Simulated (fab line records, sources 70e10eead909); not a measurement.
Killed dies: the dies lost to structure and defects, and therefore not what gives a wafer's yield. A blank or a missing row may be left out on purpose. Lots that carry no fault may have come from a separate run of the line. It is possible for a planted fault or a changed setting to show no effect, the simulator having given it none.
Which tool is to blame? | flow nand harc | 24 lots with 72 wafers sampled at 6 steps, on a route of 1302 steps

## WHAT THE GAUGES SHOWED, per wafer
Not one reading of a measure or inspect step in the record can be checked against a usual standard deviation.

## WHICH TOOL RAN EACH LOT (tool, then ch and the chambers of the sampled wafers, then the start)
lot  | NHARC_P_GATE_DESCUM_48             | NHARC_P_GATE_DESCUM_61             | NHARC_P_GATE_DESCUM_93             | NHARC_P_M0_DEGAS_28          | NHARC_P_M0_PVD_20                       | NHARC_P_M0_CMP_23
L074 | rie diel-08 ch 0,1,3, day 5 16:01  | rie diel-06 ch 0,2,3, day 5 17:46  | rie diel-06 ch 0,1,2, day 5 19:22  | pvd sputter-01, day 6 05:35  | pvd sputter-01, day 6 06:39 or earlier  | cmp-01 ch 0,2,3, day 6 06:39
L075 | rie diel-08 ch 0,1,2, day 5 22:04  | rie diel-06 ch 0,3, day 5 23:40    | rie diel-11 ch 1,2,3, day 6 01:23  | pvd sputter-02, day 6 11:23  | pvd sputter-02, day 6 12:28 or earlier  | cmp-01 ch 0,2, day 6 12:28
L076 | rie diel-11 ch 0,2,3, day 6 06:30  | rie diel-06 ch 0,2, day 6 08:15    | rie diel-08 ch 1,3, day 6 09:50    | pvd sputter-02, day 6 19:37  | pvd sputter-02, day 6 20:44 or earlier  | cmp-03 ch 0,2,3, day 6 20:44
L078 | rie diel-06 ch 0,3, day 7 06:53    | rie diel-11 ch 0,2, day 7 08:35    | rie diel-11 ch 0,1,3, day 7 10:17  | pvd sputter-02, day 7 20:08  | pvd sputter-02, day 7 21:17 or earlier  | cmp-01 ch 0,1,2, day 7 21:17
L077 | rie diel-08 ch 0,1,3, day 7 07:31  | rie diel-06 ch 2,3, day 7 09:14    | rie diel-08 ch 0,1, day 7 10:57    | pvd sputter-03, day 7 20:47  | pvd sputter-03, day 7 21:56 or earlier  | cmp-01 ch 0,1,2, day 7 21:56
L079 | rie diel-11 ch 2,3, day 7 21:59    | rie diel-06 ch 0,2,3, day 7 23:37  | rie diel-06 ch 1,3, day 8 01:13    | pvd sputter-02, day 8 11:36  | pvd sputter-02, day 8 12:42 or earlier  | cmp-01 ch 0,1,2, day 8 12:42
L080 | rie diel-08 ch 0,2, day 7 22:19    | rie diel-11 ch 0,2, day 8 00:25    | rie diel-08 ch 0,3, day 8 01:59    | pvd sputter-02, day 8 12:14  | pvd sputter-02, day 8 13:19 or earlier  | cmp-03 ch 0,2, day 8 13:19
L081 | rie diel-06 ch 0,3, day 8 20:40    | rie diel-06 ch 0,1,3, day 8 22:20  | rie diel-06 ch 0,1, day 9 00:00    | pvd sputter-01, day 9 09:56  | pvd sputter-01, day 9 11:06 or earlier  | cmp-02 ch 0,2,3, day 9 11:06
L082 | rie diel-11 ch 1,2,3, day 9 01:43  | rie diel-06 ch 0,2, day 9 03:28    | rie diel-06 ch 0,3, day 9 05:04    | pvd sputter-03, day 9 14:58  | pvd sputter-03, day 9 16:03 or earlier  | cmp-01 ch 0,3, day 9 16:03
L083 | rie diel-08 ch 2,3, day 9 16:10    | rie diel-06 ch 0,1,2, day 9 17:50  | rie diel-08 ch 2,3, day 9 19:31    | pvd sputter-03, day 10 05:26 | pvd sputter-03, day 10 06:34 or earlier | cmp-03 ch 0,1,3, day 10 06:34
L084 | rie diel-11 ch 0,1,3, day 9 17:14  | rie diel-11 ch 0,1,3, day 9 18:59  | rie diel-11 ch 1,2,3, day 9 20:42  | pvd sputter-01, day 10 06:31 | pvd sputter-01, day 10 07:36 or earlier | cmp-02 ch 0,2,3, day 10 07:36
L086 | rie diel-11 ch 1,2,3, day 10 07:25 | rie diel-06 ch 0,2, day 10 09:11   | rie diel-08 ch 1,2, day 10 10:53   | pvd sputter-01, day 10 21:23 | pvd sputter-01, day 10 22:29 or earlier | cmp-02 ch 1,3, day 10 22:29
L085 | rie diel-11 ch 2,3, day 10 07:45   | rie diel-11 ch 0,2,3, day 10 09:34 | rie diel-11 ch 0,2,3, day 10 11:16 | pvd sputter-02, day 10 22:17 | pvd sputter-02, day 10 23:22 or earlier | cmp-03 ch 0,3, day 10 23:22
L087 | rie diel-06 ch 1,2,3, day 10 18:09 | rie diel-11 ch 0,2,3, day 10 19:57 | rie diel-08 ch 0,2,3, day 10 21:40 | pvd sputter-02, day 11 07:21 | pvd sputter-02, day 11 08:25 or earlier | cmp-01 ch 1,2,3, day 11 08:25
L088 | rie diel-08 ch 0,1,3, day 11 12:56 | rie diel-08 ch 0,1,3, day 11 19:48 | rie diel-06 ch 0,1,2, day 11 21:58 | pvd sputter-01, day 12 08:16 | pvd sputter-01, day 12 09:23 or earlier | cmp-01 ch 0,2,3, day 12 09:23
L089 | rie diel-08 ch 0,2,3, day 11 22:04 | rie diel-08 ch 0,1,3, day 12 00:29 | rie diel-06 ch 0,1,3, day 12 02:11 | pvd sputter-01, day 12 13:07 | pvd sputter-01, day 12 14:14 or earlier | cmp-01 ch 0,2,3, day 12 14:14
L090 | rie diel-11 ch 0,2,3, day 12 01:52 | rie diel-11 ch 0,2,3, day 12 03:36 | rie diel-08 ch 1,2,3, day 12 05:19 | pvd sputter-01, day 12 15:46 | pvd sputter-01, day 12 16:52 or earlier | cmp-02 ch 0,1,3, day 12 16:52
L091 | rie diel-11 ch 0,3, day 12 22:00   | rie diel-06 ch 1,2,3, day 12 23:45 | rie diel-11 ch 1,2,3, day 13 01:23 | pvd sputter-02, day 13 11:19 | pvd sputter-02, day 13 12:28 or earlier | cmp-01 ch 0,1,3, day 13 12:28
L092 | rie diel-06 ch 0,2,3, day 13 02:16 | rie diel-11 ch 1,2,3, day 13 04:01 | rie diel-08 ch 0,1,3, day 13 05:35 | pvd sputter-02, day 13 15:28 | pvd sputter-02, day 13 16:34 or earlier | cmp-03 ch 0,2,3, day 13 16:34
L093 | rie diel-11 ch 0,3, day 13 08:50   | rie diel-11 ch 1,3, day 13 10:36   | rie diel-06 ch 0,1,2, day 13 12:19 | pvd sputter-03, day 13 21:54 | pvd sputter-03, day 13 22:59 or earlier | cmp-01 ch 0,2, day 13 22:59
L094 | rie diel-08 ch 0,3, day 14 01:51   | rie diel-08 ch 0,3, day 14 03:38   | rie diel-06 ch 0,2, day 14 05:22   | pvd sputter-02, day 14 18:52 | pvd sputter-02, day 14 19:56 or earlier | cmp-01 ch 0,3, day 14 19:56
L095 | rie diel-06 ch 0,1,2, day 14 04:39 | rie diel-06 ch 0,1,3, day 14 06:17 | rie diel-08 ch 1,2,3, day 14 08:01 | pvd sputter-01, day 14 19:04 | pvd sputter-01, day 14 20:09 or earlier | cmp-03 ch 0,2,3, day 14 20:09
L096 | rie diel-06 ch 1,2,3, day 14 16:50 | rie diel-11 ch 0,1,3, day 14 18:36 | rie diel-06 ch 0,1,3, day 14 20:17 | pvd sputter-03, day 15 07:41 | pvd sputter-03, day 15 08:47 or earlier | cmp-03 ch 0,1,2, day 15 08:47
L097 | rie diel-06 ch 2,3, day 14 23:59   | rie diel-08 ch 1,2,3, day 15 01:38 | rie diel-06 ch 1,2,3, day 15 03:25 | pvd sputter-02, day 15 13:19 | pvd sputter-02, day 15 14:23 or earlier | cmp-03 ch 1,2, day 15 14:23
- NHARC_P_GATE_DESCUM_48: chemistry O2, time 3 s.
- NHARC_P_GATE_DESCUM_61: chemistry O2, time 3 s.
- NHARC_P_GATE_DESCUM_93: chemistry O2, time 3 s.
- NHARC_P_M0_DEGAS_28: time 60 s.
- NHARC_P_M0_PVD_20: deposits TaN, target thk 5 nm, time 8.06 s.
- NHARC_P_M0_CMP_23: polishes, t overpolish 20 s, target thk 117.54 nm.

## AS READ BY THE TOOLS THEMSELVES (means over the sampled wafers that have a number; for cases with no such wafer, the mark the record gives instead)
NHARC_P_GATE_DESCUM_48.
lot  | tool        | drypump motor current A (A) | oes product au (a.u.) | rf vpp V (V) | showerhead plenum p Torr (Torr) | throttle valve pct (%)
L074 | rie diel-08 | 5.76                        | 0.995                 | 57.4         | 1.89                            | 11.312
L075 | rie diel-08 | 5.82                        | 0.985                 | 57.3         | 1.94                            | 11.308
L076 | rie diel-11 | 5.54                        | 0.985                 | 57.7         | 1.99                            | 11.313
L078 | rie diel-06 | 5.64                        | 0.994                 | 57.6         | 1.91                            | 11.310
L077 | rie diel-08 | 5.78                        | 1.000                 | 57.5         | 1.89                            | 11.320
L079 | rie diel-11 | 5.46                        | 0.998                 | 58.6         | 1.99                            | 11.302
L080 | rie diel-08 | 5.72                        | 1.000                 | 58.3         | 1.97                            | 11.315
L081 | rie diel-06 | 5.92                        | 0.999                 | 58.1         | 1.89                            | 11.318
L082 | rie diel-11 | 5.30                        | 1.009                 | 57.4         | 1.95                            | 11.314
L083 | rie diel-08 | 5.71                        | 0.988                 | 57.7         | 1.85                            | 11.309
L084 | rie diel-11 | 5.38                        | 1.006                 | 58.8         | 1.95                            | 11.314
L086 | rie diel-11 | 5.27                        | 1.004                 | 58.3         | 1.95                            | 11.310
L085 | rie diel-11 | 5.46                        | 1.011                 | 58.5         | 1.97                            | 11.315
L087 | rie diel-06 | 5.91                        | 0.985                 | 57.4         | 1.91                            | 11.306
L088 | rie diel-08 | 5.76                        | 0.999                 | 57.9         | 1.88                            | 11.316
L089 | rie diel-08 | 5.71                        | 0.993                 | 57.3         | 1.91                            | 11.316
L090 | rie diel-11 | 5.55                        | 1.011                 | 57.3         | 1.99                            | 11.318
L091 | rie diel-11 | 5.62                        | 0.993                 | 57.9         | 1.99                            | 11.312
L092 | rie diel-06 | 5.76                        | 0.986                 | 57.8         | 1.87                            | 11.314
L093 | rie diel-11 | 5.62                        | 0.998                 | 58.2         | 1.99                            | 11.317
L094 | rie diel-08 | 5.66                        | 0.995                 | 57.8         | 1.92                            | 11.307
L095 | rie diel-06 | 5.63                        | 0.999                 | 56.7         | 1.93                            | 11.313
L096 | rie diel-06 | 5.91                        | 0.976                 | 57.5         | 1.91                            | 11.323
L097 | rie diel-06 | 5.89                        | 0.985                 | 57.4         | 1.82                            | 11.315

NHARC_P_GATE_DESCUM_61.
lot  | tool        | drypump motor current A (A) | oes product au (a.u.) | rf vpp V (V) | showerhead plenum p Torr (Torr) | throttle valve pct (%)
L074 | rie diel-06 | 5.8                         | 0.987                 | 58.3         | 1.87                            | 11.310
L075 | rie diel-06 | 5.9                         | 0.997                 | 56.8         | 1.89                            | 11.306
L076 | rie diel-06 | 5.5                         | 1.004                 | 58.0         | 1.89                            | 11.307
L078 | rie diel-11 | 5.6                         | 0.982                 | 58.3         | 2.02                            | 11.307
L077 | rie diel-06 | 5.9                         | 0.992                 | 57.5         | 1.82                            | 11.308
L079 | rie diel-06 | 5.8                         | 0.999                 | 56.8         | 1.87                            | 11.309
L080 | rie diel-11 | 5.6                         | 0.991                 | 57.8         | 2.02                            | 11.306
L081 | rie diel-06 | 5.8                         | 1.003                 | 57.2         | 1.95                            | 11.315
L082 | rie diel-06 | 5.6                         | 0.997                 | 57.0         | 1.84                            | 11.316
L083 | rie diel-06 | 5.6                         | 1.009                 | 58.1         | 1.93                            | 11.309
L084 | rie diel-11 | 5.3                         | 1.003                 | 57.3         | 1.95                            | 11.299
L086 | rie diel-06 | 5.7                         | 1.002                 | 57.3         | 1.84                            | 11.321
L085 | rie diel-11 | 5.5                         | 1.006                 | 58.3         | 1.99                            | 11.313
L087 | rie diel-11 | 5.5                         | 0.998                 | 57.4         | 1.99                            | 11.304
L088 | rie diel-08 | 5.8                         | 1.008                 | 57.6         | 1.88                            | 11.305
L089 | rie diel-08 | 5.8                         | 0.999                 | 57.6         | 1.88                            | 11.321
L090 | rie diel-11 | 5.5                         | 1.005                 | 57.9         | 1.99                            | 11.304
L091 | rie diel-06 | 5.9                         | 0.997                 | 57.5         | 1.91                            | 11.307
L092 | rie diel-11 | 5.3                         | 1.001                 | 57.6         | 1.94                            | 11.304
L093 | rie diel-11 | 5.2                         | 1.012                 | 57.7         | 1.90                            | 11.318
L094 | rie diel-08 | 5.7                         | 0.988                 | 57.6         | 1.92                            | 11.314
L095 | rie diel-06 | 5.8                         | 0.995                 | 58.2         | 1.95                            | 11.307
L096 | rie diel-11 | 5.4                         | 1.002                 | 57.8         | 1.94                            | 11.309
L097 | rie diel-08 | 5.8                         | 1.004                 | 57.4         | 1.87                            | 11.311

NHARC_P_GATE_DESCUM_93.
lot  | tool        | drypump motor current A (A) | oes product au (a.u.) | rf vpp V (V) | showerhead plenum p Torr (Torr) | throttle valve pct (%)
L074 | rie diel-06 | 5.66                        | 1.004                 | 58.4         | 1.93                            | 11.318
L075 | rie diel-11 | 5.29                        | 1.009                 | 57.6         | 1.95                            | 11.309
L076 | rie diel-08 | 5.81                        | 0.992                 | 56.7         | 1.83                            | 11.317
L078 | rie diel-11 | 5.37                        | 1.004                 | 57.8         | 1.95                            | 11.318
L077 | rie diel-08 | 5.89                        | 1.001                 | 57.5         | 1.91                            | 11.298
L079 | rie diel-06 | 6.06                        | 0.992                 | 57.7         | 1.93                            | 11.314
L080 | rie diel-08 | 5.69                        | 0.999                 | 58.9         | 1.92                            | 11.312
L081 | rie diel-06 | 5.52                        | 1.007                 | 57.9         | 1.97                            | 11.314
L082 | rie diel-06 | 5.92                        | 0.997                 | 57.8         | 1.89                            | 11.309
L083 | rie diel-08 | 5.77                        | 0.995                 | 58.6         | 1.89                            | 11.307
L084 | rie diel-11 | 5.28                        | 1.004                 | 57.7         | 1.95                            | 11.306
L086 | rie diel-08 | 5.92                        | 1.006                 | 56.8         | 1.89                            | 11.312
L085 | rie diel-11 | 5.54                        | 1.001                 | 57.5         | 1.99                            | 11.312
L087 | rie diel-08 | 5.72                        | 0.996                 | 57.4         | 1.91                            | 11.305
L088 | rie diel-06 | 5.65                        | 1.009                 | 57.3         | 1.93                            | 11.319
L089 | rie diel-06 | 5.79                        | 0.997                 | 57.1         | 1.95                            | 11.313
L090 | rie diel-08 | 5.83                        | 1.004                 | 57.7         | 1.87                            | 11.304
L091 | rie diel-11 | 5.29                        | 1.013                 | 58.3         | 1.94                            | 11.312
L092 | rie diel-08 | 5.75                        | 0.997                 | 57.2         | 1.88                            | 11.315
L093 | rie diel-06 | 5.64                        | 1.003                 | 58.3         | 1.93                            | 11.306
L094 | rie diel-06 | 5.50                        | 1.001                 | 58.0         | 1.89                            | 11.315
L095 | rie diel-08 | 5.82                        | 1.005                 | 57.4         | 1.87                            | 11.304
L096 | rie diel-06 | 5.79                        | 0.989                 | 58.2         | 1.95                            | 11.307
L097 | rie diel-06 | 5.91                        | 0.988                 | 58.1         | 1.91                            | 11.299

NHARC_P_M0_DEGAS_28.
lot  | tool           | heater power w (W)
L074 | pvd sputter-01 | 341
L075 | pvd sputter-02 | 297
L076 | pvd sputter-02 | 300
L078 | pvd sputter-02 | 310
L077 | pvd sputter-03 | 324
L079 | pvd sputter-02 | 292
L080 | pvd sputter-02 | 301
L081 | pvd sputter-01 | 357
L082 | pvd sputter-03 | 314
L083 | pvd sputter-03 | 323
L084 | pvd sputter-01 | 338
L086 | pvd sputter-01 | 340
L085 | pvd sputter-02 | 297
L087 | pvd sputter-02 | 297
L088 | pvd sputter-01 | 317
L089 | pvd sputter-01 | 323
L090 | pvd sputter-01 | 335
L091 | pvd sputter-02 | 324
L092 | pvd sputter-02 | 312
L093 | pvd sputter-03 | 338
L094 | pvd sputter-02 | 292
L095 | pvd sputter-01 | 338
L096 | pvd sputter-03 | 332
L097 | pvd sputter-02 | 335

NHARC_P_M0_PVD_20.
lot  | tool           | substrate temp c (C) | throttle valve pct (%)
L074 | pvd sputter-01 | 50.00                | 31.0
L075 | pvd sputter-02 | 50.04                | 30.3
L076 | pvd sputter-02 | 50.13                | 29.3
L078 | pvd sputter-02 | 49.96                | 29.2
L077 | pvd sputter-03 | 49.98                | 29.7
L079 | pvd sputter-02 | 49.99                | 30.1
L080 | pvd sputter-02 | 50.14                | 29.1
L081 | pvd sputter-01 | 50.04                | 31.3
L082 | pvd sputter-03 | 50.02                | 31.9
L083 | pvd sputter-03 | 50.06                | 29.2
L084 | pvd sputter-01 | 49.86                | 30.9
L086 | pvd sputter-01 | 49.94                | 31.5
L085 | pvd sputter-02 | 50.01                | 29.3
L087 | pvd sputter-02 | 49.93                | 29.4
L088 | pvd sputter-01 | 49.86                | 31.1
L089 | pvd sputter-01 | 50.03                | 31.6
L090 | pvd sputter-01 | 49.96                | 31.2
L091 | pvd sputter-02 | 50.05                | 29.7
L092 | pvd sputter-02 | 49.96                | 29.9
L093 | pvd sputter-03 | 50.03                | 30.7
L094 | pvd sputter-02 | 49.97                | 29.3
L095 | pvd sputter-01 | 50.02                | 31.2
L096 | pvd sputter-03 | 49.97                | 29.1
L097 | pvd sputter-02 | 49.98                | 29.5

NHARC_P_M0_CMP_23.
lot  | tool   | motor current A (A) | retaining ring pressure frac | time to endpoint s (s)
L074 | cmp-01 | 11.6                | 0.997                        | 26.4
L075 | cmp-01 | 11.9                | 1.002                        | 27.5
L076 | cmp-03 | 12.6                | 1.003                        | 28.7
L078 | cmp-01 | 12.7                | 1.001                        | 27.8
L077 | cmp-01 | 12.4                | 1.001                        | 27.5
L079 | cmp-01 | 12.6                | 0.998                        | 27.1
L080 | cmp-03 | 12.6                | 1.002                        | 26.1
L081 | cmp-02 | 10.9                | 1.004                        | 26.4
L082 | cmp-01 | 11.8                | 1.003                        | 25.3
L083 | cmp-03 | 12.3                | 1.006                        | 28.4
L084 | cmp-02 | 10.8                | 1.000                        | 28.5
L086 | cmp-02 | 12.5                | 0.999                        | 29.5
L085 | cmp-03 | 12.8                | 1.001                        | 26.8
L087 | cmp-01 | 12.4                | 0.995                        | 28.6
L088 | cmp-01 | 11.6                | 0.997                        | 26.3
L089 | cmp-01 | 12.0                | 0.998                        | 26.7
L090 | cmp-02 | 11.4                | 1.002                        | 27.3
L091 | cmp-01 | 12.4                | 1.000                        | 31.6
L092 | cmp-03 | 12.2                | 0.999                        | 27.1
L093 | cmp-01 | 12.0                | 1.003                        | 25.2
L094 | cmp-01 | 11.6                | 1.002                        | 26.9
L095 | cmp-03 | 12.5                | 0.999                        | 27.6
L096 | cmp-03 | 11.8                | 1.002                        | 31.0
L097 | cmp-03 | 11.1                | 0.998                        | 30.9

## THE ANSWER, worked out from the rows above alone
Rule: the lots themselves supply what counts as usual. Put in order of their means at a reading, lots are off if they are a third of the lots or fewer, leave a main group of 4 or more, and stand apart from it by a gap of 3 or more times the standard deviation of the main group's means; of several such gaps the widest counts. Not used: any main group whose means are identical at the precision the tables above print for the reading. Also off: a lot with no number at a reading for which 4 or more lots have one. The other lots that the step has rows for count as sound. Order of review: gauges by route order, followed by the tools' own readings, for which a lot's mean as printed above is used. The first step at which some lot is off is used, and at that step the reading that is off furthest; a lot without a number counts as furthest.
Across all readings shown, no lot is off: no conclusion can be drawn from this.

## WHAT WAS PUT IN BY THE SIMULATOR
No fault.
